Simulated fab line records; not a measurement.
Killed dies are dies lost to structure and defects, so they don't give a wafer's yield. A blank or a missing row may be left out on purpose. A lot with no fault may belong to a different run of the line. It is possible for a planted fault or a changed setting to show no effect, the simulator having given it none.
Which tool is to blame? :: flow n5-finfet :: 10 lots with 30 wafers sampled at 4 steps, on a route of 1938 steps

## WHAT THE GAUGES READ, wafer by wafer
The record holds no reading of a measuring or inspecting step that can be judged against a usual standard deviation.

## WHAT TOOL EACH LOT RAN ON (gives the tool, then ch and the chambers of the sampled wafers, and finally the start)
lot: L514
N5_BEOL_M1_ETCH_69: rie-diel-02 ch 0,2,3, day 6 08:44
N5_PASSIVATION_PASS_ETCH_74: rie-diel-03 ch 2,3, day 12 11:15
N5_PASSIVATION_ETCH_15: rie-diel-03 ch 2,3, no start
N5_PASSIVATION_PROBE_49: -

lot: L516
N5_BEOL_M1_ETCH_69: rie-diel-03 ch 0,2,3, day 6 23:20
N5_PASSIVATION_PASS_ETCH_74: rie-diel-04 ch 1,2, day 13 02:35
N5_PASSIVATION_ETCH_15: rie-diel-04 ch 1,2, no start
N5_PASSIVATION_PROBE_49: -

lot: L517
N5_BEOL_M1_ETCH_69: rie-diel-02 ch 0,3, day 7 08:56
N5_PASSIVATION_PASS_ETCH_74: rie-diel-03 ch 0,2, day 13 02:35
N5_PASSIVATION_ETCH_15: rie-diel-03 ch 0,2, no start
N5_PASSIVATION_PROBE_49: -

lot: L518
N5_BEOL_M1_ETCH_69: rie-diel-02 ch 0,1,3, day 7 11:29
N5_PASSIVATION_PASS_ETCH_74: rie-diel-03 ch 0,1,3, day 13 09:25
N5_PASSIVATION_ETCH_15: rie-diel-03 ch 0,1,3, no start
N5_PASSIVATION_PROBE_49: -

lot: L520
N5_BEOL_M1_ETCH_69: rie-diel-02 ch 1,3, day 8 00:30
N5_PASSIVATION_PASS_ETCH_74: rie-diel-04 ch 1,2, day 13 11:11
N5_PASSIVATION_ETCH_15: rie-diel-04 ch 1,2, no start
N5_PASSIVATION_PROBE_49: -

lot: L521
N5_BEOL_M1_ETCH_69: rie-diel-03 ch 0,3, day 8 08:31
N5_PASSIVATION_PASS_ETCH_74: rie-diel-03 ch 0,1,2, day 13 23:30
N5_PASSIVATION_ETCH_15: rie-diel-03 ch 0,1,2, day 14 05:55 or earlier
N5_PASSIVATION_PROBE_49: prober-01, day 14 05:55

lot: L524
N5_BEOL_M1_ETCH_69: rie-diel-03 ch 0,3, day 9 00:33
N5_PASSIVATION_PASS_ETCH_74: rie-diel-03 ch 0,2,3, day 14 19:11
N5_PASSIVATION_ETCH_15: rie-diel-03 ch 0,2,3, day 15 02:35 or earlier
N5_PASSIVATION_PROBE_49: prober-02, day 15 02:35

lot: L525
N5_BEOL_M1_ETCH_69: rie-diel-03 ch 0,2, day 9 09:41
N5_PASSIVATION_PASS_ETCH_74: rie-diel-04 ch 2,3, day 15 04:34
N5_PASSIVATION_ETCH_15: rie-diel-04 ch 2,3, day 15 11:32 or earlier
N5_PASSIVATION_PROBE_49: prober-01, day 15 11:32

lot: L527
N5_BEOL_M1_ETCH_69: rie-diel-03 ch 0,2,3, day 9 23:20
N5_PASSIVATION_PASS_ETCH_74: rie-diel-04 ch 0,2,3, day 15 22:27
N5_PASSIVATION_ETCH_15: rie-diel-04 ch 0,2,3, day 16 04:57 or earlier
N5_PASSIVATION_PROBE_49: prober-01, day 16 04:57

lot: L531
N5_BEOL_M1_ETCH_69: rie-diel-02 ch 0,2,3, day 10 22:26
N5_PASSIVATION_PASS_ETCH_74: rie-diel-03 ch 0,1,2, day 16 20:04
N5_PASSIVATION_ETCH_15: rie-diel-03 ch 0,1,2, day 17 03:14 or earlier
N5_PASSIVATION_PROBE_49: prober-02, day 17 03:14
- N5_BEOL_M1_ETCH_69: etches SiARC in CF4, target depth 15.6 nm, time 26 s.
- N5_PASSIVATION_PASS_ETCH_74: etches SiNx in CF4/O2, target depth 220 nm, time 110 s.
- N5_PASSIVATION_ETCH_15: etches SiCN in CF4/N2, target depth 75 nm, time 81.2 s.
- N5_PASSIVATION_PROBE_49

## AS READ BY THE TOOLS THEMSELVES (means over the sampled wafers that have a number; for cases with no such wafer, the mark the record gives instead)
N5_BEOL_M1_ETCH_69. Usual: drypump-motor-current-A 5.9 A, standard deviation 0.42; etch-rf-on-time-s 26.0 s, standard deviation 0.5; oes-product-au 0.66 a.u., standard deviation 0.072; rf-vpp-V 183.5 V, standard deviation 1.2; showerhead-plenum-p-Torr 2.10 Torr, standard deviation 0.068; throttle-valve-pct 15.56 %, standard deviation 0.25.
lot: L514
tool: rie-diel-02
drypump-motor-current-A (A): 5.7
etch-rf-on-time-s (s): 26.7
oes-product-au (a.u.): 0.61
rf-vpp-V (V): 184.4
showerhead-plenum-p-Torr (Torr): 2.15
throttle-valve-pct (%): 15.61
flag: 

lot: L516
tool: rie-diel-03
drypump-motor-current-A (A): 6.2
etch-rf-on-time-s (s): 26.0
oes-product-au (a.u.): 0.66
rf-vpp-V (V): 183.7
showerhead-plenum-p-Torr (Torr): 2.06
throttle-valve-pct (%): 15.63
flag: 

lot: L517
tool: rie-diel-02
drypump-motor-current-A (A): 5.9
etch-rf-on-time-s (s): 26.8
oes-product-au (a.u.): 0.62
rf-vpp-V (V): 184.0
showerhead-plenum-p-Torr (Torr): 2.16
throttle-valve-pct (%): 15.71
flag: 

lot: L518
tool: rie-diel-02
drypump-motor-current-A (A): 5.9
etch-rf-on-time-s (s): 26.1
oes-product-au (a.u.): 0.63
rf-vpp-V (V): 183.0
showerhead-plenum-p-Torr (Torr): 2.11
throttle-valve-pct (%): 15.51
flag: 

lot: L520
tool: rie-diel-02
drypump-motor-current-A (A): 6.1
etch-rf-on-time-s (s): 26.0
oes-product-au (a.u.): 0.61
rf-vpp-V (V): 183.9
showerhead-plenum-p-Torr (Torr): 2.12
throttle-valve-pct (%): 15.44
flag: 

lot: L521
tool: rie-diel-03
drypump-motor-current-A (A): 6.2
etch-rf-on-time-s (s): 26.2
oes-product-au (a.u.): 0.67
rf-vpp-V (V): 182.9
showerhead-plenum-p-Torr (Torr): 2.06
throttle-valve-pct (%): 15.63
flag: 

lot: L524
tool: rie-diel-03
drypump-motor-current-A (A): 6.2
etch-rf-on-time-s (s): 26.3
oes-product-au (a.u.): 0.66
rf-vpp-V (V): 183.2
showerhead-plenum-p-Torr (Torr): 2.06
throttle-valve-pct (%): 15.65
flag: 

lot: L525
tool: rie-diel-03
drypump-motor-current-A (A): 6.1
etch-rf-on-time-s (s): 26.3
oes-product-au (a.u.): 0.63
rf-vpp-V (V): 183.4
showerhead-plenum-p-Torr (Torr): 2.05
throttle-valve-pct (%): 15.73
flag: 

lot: L527
tool: rie-diel-03
drypump-motor-current-A (A): 6.2
etch-rf-on-time-s (s): 26.4
oes-product-au (a.u.): 0.64
rf-vpp-V (V): 182.2
showerhead-plenum-p-Torr (Torr): 2.06
throttle-valve-pct (%): 15.66
flag: 

lot: L531
tool: rie-diel-02
drypump-motor-current-A (A): 5.7
etch-rf-on-time-s (s): 25.8
oes-product-au (a.u.): 0.73
rf-vpp-V (V): 184.4
showerhead-plenum-p-Torr (Torr): 2.14
throttle-valve-pct (%): 15.35
flag: 

N5_PASSIVATION_PASS_ETCH_74. Usual: value, then standard deviation, for each; drypump-motor-current-A 5.8 A / 0.41; oes_ar_750_au 0.81 a.u. / 0.095; oes_f_703_au 0.81 a.u. / 0.097; oes-product-au 0.81 a.u. / 0.1; rf-vpp-V 239.8 V / 2.5; showerhead-plenum-p-Torr 2.17 Torr / 0.061; throttle-valve-pct 15.95 % / 0.21.
lot: L514
tool: rie-diel-03
drypump-motor-current-A (A): 6.2
oes_ar_750_au (a.u.): 0.73
oes_f_703_au (a.u.): 0.73
oes-product-au (a.u.): 0.73
rf-vpp-V (V): 237.8
showerhead-plenum-p-Torr (Torr): 2.11
throttle-valve-pct (%): 16.04
flag: 

lot: L516
tool: rie-diel-04
drypump-motor-current-A (A): 6.0
oes_ar_750_au (a.u.): 0.78
oes_f_703_au (a.u.): 0.79
oes-product-au (a.u.): 0.79
rf-vpp-V (V): 242.8
showerhead-plenum-p-Torr (Torr): 2.24
throttle-valve-pct (%): 15.94
flag: 

lot: L517
tool: rie-diel-03
drypump-motor-current-A (A): 6.1
oes_ar_750_au (a.u.): 0.72
oes_f_703_au (a.u.): 0.71
oes-product-au (a.u.): 0.71
rf-vpp-V (V): 240.4
showerhead-plenum-p-Torr (Torr): 2.10
throttle-valve-pct (%): 16.14
flag: 

lot: L518
tool: rie-diel-03
drypump-motor-current-A (A): 5.7
oes_ar_750_au (a.u.): 0.80
oes_f_703_au (a.u.): 0.80
oes-product-au (a.u.): 0.81
rf-vpp-V (V): 238.8
showerhead-plenum-p-Torr (Torr): 2.15
throttle-valve-pct (%): 15.98
flag: 

lot: L520
tool: rie-diel-04
drypump-motor-current-A (A): 5.8
oes_ar_750_au (a.u.): 0.84
oes_f_703_au (a.u.): 0.84
oes-product-au (a.u.): 0.83
rf-vpp-V (V): 241.3
showerhead-plenum-p-Torr (Torr): 2.21
throttle-valve-pct (%): 15.94
flag: 

lot: L521
tool: rie-diel-03
drypump-motor-current-A (A): 5.7
oes_ar_750_au (a.u.): 0.77
oes_f_703_au (a.u.): 0.77
oes-product-au (a.u.): 0.78
rf-vpp-V (V): 240.7
showerhead-plenum-p-Torr (Torr): 2.15
throttle-valve-pct (%): 16.00
flag: 

lot: L524
tool: rie-diel-03
drypump-motor-current-A (A): 6.2
oes_ar_750_au (a.u.): 0.72
oes_f_703_au (a.u.): 0.72
oes-product-au (a.u.): 0.73
rf-vpp-V (V): 238.0
showerhead-plenum-p-Torr (Torr): 2.10
throttle-valve-pct (%): 16.11
flag: 

lot: L525
tool: rie-diel-04
drypump-motor-current-A (A): 5.7
oes_ar_750_au (a.u.): 0.90
oes_f_703_au (a.u.): 0.90
oes-product-au (a.u.): 0.91
rf-vpp-V (V): 239.0
showerhead-plenum-p-Torr (Torr): 2.16
throttle-valve-pct (%): 15.89
flag: 

lot: L527
tool: rie-diel-04
drypump-motor-current-A (A): 5.7
oes_ar_750_au (a.u.): 0.91
oes_f_703_au (a.u.): 0.92
oes-product-au (a.u.): 0.92
rf-vpp-V (V): 239.2
showerhead-plenum-p-Torr (Torr): 2.16
throttle-valve-pct (%): 15.91
flag: 

lot: L531
tool: rie-diel-03
drypump-motor-current-A (A): 5.7
oes_ar_750_au (a.u.): 0.76
oes_f_703_au (a.u.): 0.75
oes-product-au (a.u.): 0.75
rf-vpp-V (V): 240.6
showerhead-plenum-p-Torr (Torr): 2.14
throttle-valve-pct (%): 16.05
flag: 

N5_PASSIVATION_ETCH_15. Usual: drypump-motor-current-A 5.8 A, standard deviation 0.41; oes-product-au 0.81 a.u., standard deviation 0.1; rf-vpp-V 381.2 V, standard deviation 1.6; showerhead-plenum-p-Torr 2.17 Torr, standard deviation 0.062; throttle-valve-pct 15.40 %, standard deviation 0.22.
lot: L514
tool: rie-diel-03
drypump-motor-current-A (A): 6.2
oes-product-au (a.u.): 0.73
rf-vpp-V (V): 379.5
showerhead-plenum-p-Torr (Torr): 2.12
throttle-valve-pct (%): 15.50
flag: 

lot: L516
tool: rie-diel-04
drypump-motor-current-A (A): 6.0
oes-product-au (a.u.): 0.78
rf-vpp-V (V): 382.9
showerhead-plenum-p-Torr (Torr): 2.24
throttle-valve-pct (%): 15.40
flag: 

lot: L517
tool: rie-diel-03
drypump-motor-current-A (A): 6.1
oes-product-au (a.u.): 0.72
rf-vpp-V (V): 379.8
showerhead-plenum-p-Torr (Torr): 2.10
throttle-valve-pct (%): 15.61
flag: 

lot: L518
tool: rie-diel-03
drypump-motor-current-A (A): 5.7
oes-product-au (a.u.): 0.79
rf-vpp-V (V): 380.9
showerhead-plenum-p-Torr (Torr): 2.15
throttle-valve-pct (%): 15.44
flag: 

lot: L520
tool: rie-diel-04
drypump-motor-current-A (A): 5.8
oes-product-au (a.u.): 0.84
rf-vpp-V (V): 381.7
showerhead-plenum-p-Torr (Torr): 2.21
throttle-valve-pct (%): 15.36
flag: 

lot: L521
tool: rie-diel-03
drypump-motor-current-A (A): 5.7
oes-product-au (a.u.): 0.78
rf-vpp-V (V): 380.3
showerhead-plenum-p-Torr (Torr): 2.15
throttle-valve-pct (%): 15.46
flag: 

lot: L524
tool: rie-diel-03
drypump-motor-current-A (A): 6.2
oes-product-au (a.u.): 0.72
rf-vpp-V (V): 380.2
showerhead-plenum-p-Torr (Torr): 2.10
throttle-valve-pct (%): 15.58
flag: 

lot: L525
tool: rie-diel-04
drypump-motor-current-A (A): 5.7
oes-product-au (a.u.): 0.91
rf-vpp-V (V): 380.5
showerhead-plenum-p-Torr (Torr): 2.16
throttle-valve-pct (%): 15.31
flag: 

lot: L527
tool: rie-diel-04
drypump-motor-current-A (A): 5.7
oes-product-au (a.u.): 0.92
rf-vpp-V (V): 381.1
showerhead-plenum-p-Torr (Torr): 2.16
throttle-valve-pct (%): 15.33
flag: 

lot: L531
tool: rie-diel-03
drypump-motor-current-A (A): 5.7
oes-product-au (a.u.): 0.75
rf-vpp-V (V): 380.0
showerhead-plenum-p-Torr (Torr): 2.14
throttle-valve-pct (%): 15.51
flag: 

N5_PASSIVATION_PROBE_49. Usual: defect-limited-yield 91.5 %, standard deviation 1.3; killed_at_M0_to_M3 33, standard deviation 11; killed_at_M4_up 14, standard deviation 5.3; killed-at-contacts 11, standard deviation 6.3; killed-at-front-end 38, standard deviation 10; killed-at-other 3.7, standard deviation 2.8; killed-dies 101, standard deviation 16; killed-on-rim 13, standard deviation 3.4; killed-open 67, standard deviation 12; killed-short 32, standard deviation 7.4; sort_bin_5_function 5.0 %, standard deviation 0.86; sort_bin_6_memory 3.2 %, standard deviation 0.69; sort-n-pass 1079, standard deviation 16; sort-yield-pct 91.5 %, standard deviation 1.3.
lot: L521
tool: prober-01
defect-limited-yield (%): 90.4
killed_at_M0_to_M3: 35
killed_at_M4_up: 8
killed-at-contacts: 27
killed-at-front-end: 37
killed-at-other: 5.7
killed-dies: 113
killed-on-rim: 15
killed-open: 78
killed-short: 34
sort_bin_5_function (%): 5.8
sort_bin_6_memory (%): 3.3
sort-n-pass: 1067
sort-yield-pct (%): 90.4
flag: 

lot: L524
tool: prober-02
defect-limited-yield (%): 93.9
killed_at_M0_to_M3: 17
killed_at_M4_up: 10
killed-at-contacts: 10
killed-at-front-end: 32
killed-at-other: 3.0
killed-dies: 72
killed-on-rim: 9
killed-open: 44
killed-short: 27
sort_bin_5_function (%): 3.2
sort_bin_6_memory (%): 2.5
sort-n-pass: 1108
sort-yield-pct (%): 93.9
flag: 

lot: L525
tool: prober-01
defect-limited-yield (%): 83.2
killed_at_M0_to_M3: 129
killed_at_M4_up: 16
killed-at-contacts: 14
killed-at-front-end: 36
killed-at-other: 3.7
killed-dies: 198
killed-on-rim: 29
killed-open: 79
killed-short: 35
sort_bin_5_function (%): 10.0
sort_bin_6_memory (%): 4.2
sort-n-pass: 982
sort-yield-pct (%): 83.2
flag: OFF

lot: L527
tool: prober-01
defect-limited-yield (%): 83.7
killed_at_M0_to_M3: 129
killed_at_M4_up: 17
killed-at-contacts: 9
killed-at-front-end: 29
killed-at-other: 9.3
killed-dies: 193
killed-on-rim: 23
killed-open: 61
killed-short: 27
sort_bin_5_function (%): 9.2
sort_bin_6_memory (%): 3.8
sort-n-pass: 987
sort-yield-pct (%): 83.7
flag: OFF

lot: L531
tool: prober-02
defect-limited-yield (%): 91.2
killed_at_M0_to_M3: 41
killed_at_M4_up: 22
killed-at-contacts: 5
killed-at-front-end: 33
killed-at-other: 3.0
killed-dies: 104
killed-on-rim: 13
killed-open: 72
killed-short: 30
sort_bin_5_function (%): 5.2
sort_bin_6_memory (%): 3.2
sort-n-pass: 1076
sort-yield-pct (%): 91.2
flag: 

## THE ANSWER, worked out from the rows above alone
Rule: lot off if the mean of its wafers having a number is beyond 3 standard deviations from the usual mean. A lot without any number at a reading at which 4 lots or more have one is off too. All remaining lots with rows at the step are treated as sound. Order of review: gauges by route order, followed by the tools' own readings, for which a lot's mean as printed above is used. The first step at which some lot is off is used, and at that step the reading that is off furthest; a lot without a number counts as furthest.
Off at N5_PASSIVATION_PROBE_49 (killed_at_M0_to_M3): L525, L527. Neither off nor sound, because the step has no rows for them: L514, L516, L517, L518, L520.
A tool fits if, at that step or a process step before it, it ran every lot that is off, and no sound lot after the first of them. Because N5_PASSIVATION_ETCH_15 lacks a start for some lots, the hours and order of its lots are taken from N5_PASSIVATION_PROBE_49. Can't be told from this: 3 tools fit, rie-diel-03 at N5_BEOL_M1_ETCH_69, rie-diel-04 at N5_PASSIVATION_PASS_ETCH_74 and N5_PASSIVATION_ETCH_15, prober-01 at N5_PASSIVATION_PROBE_49.

## WHAT THE SIMULATOR PUT IN
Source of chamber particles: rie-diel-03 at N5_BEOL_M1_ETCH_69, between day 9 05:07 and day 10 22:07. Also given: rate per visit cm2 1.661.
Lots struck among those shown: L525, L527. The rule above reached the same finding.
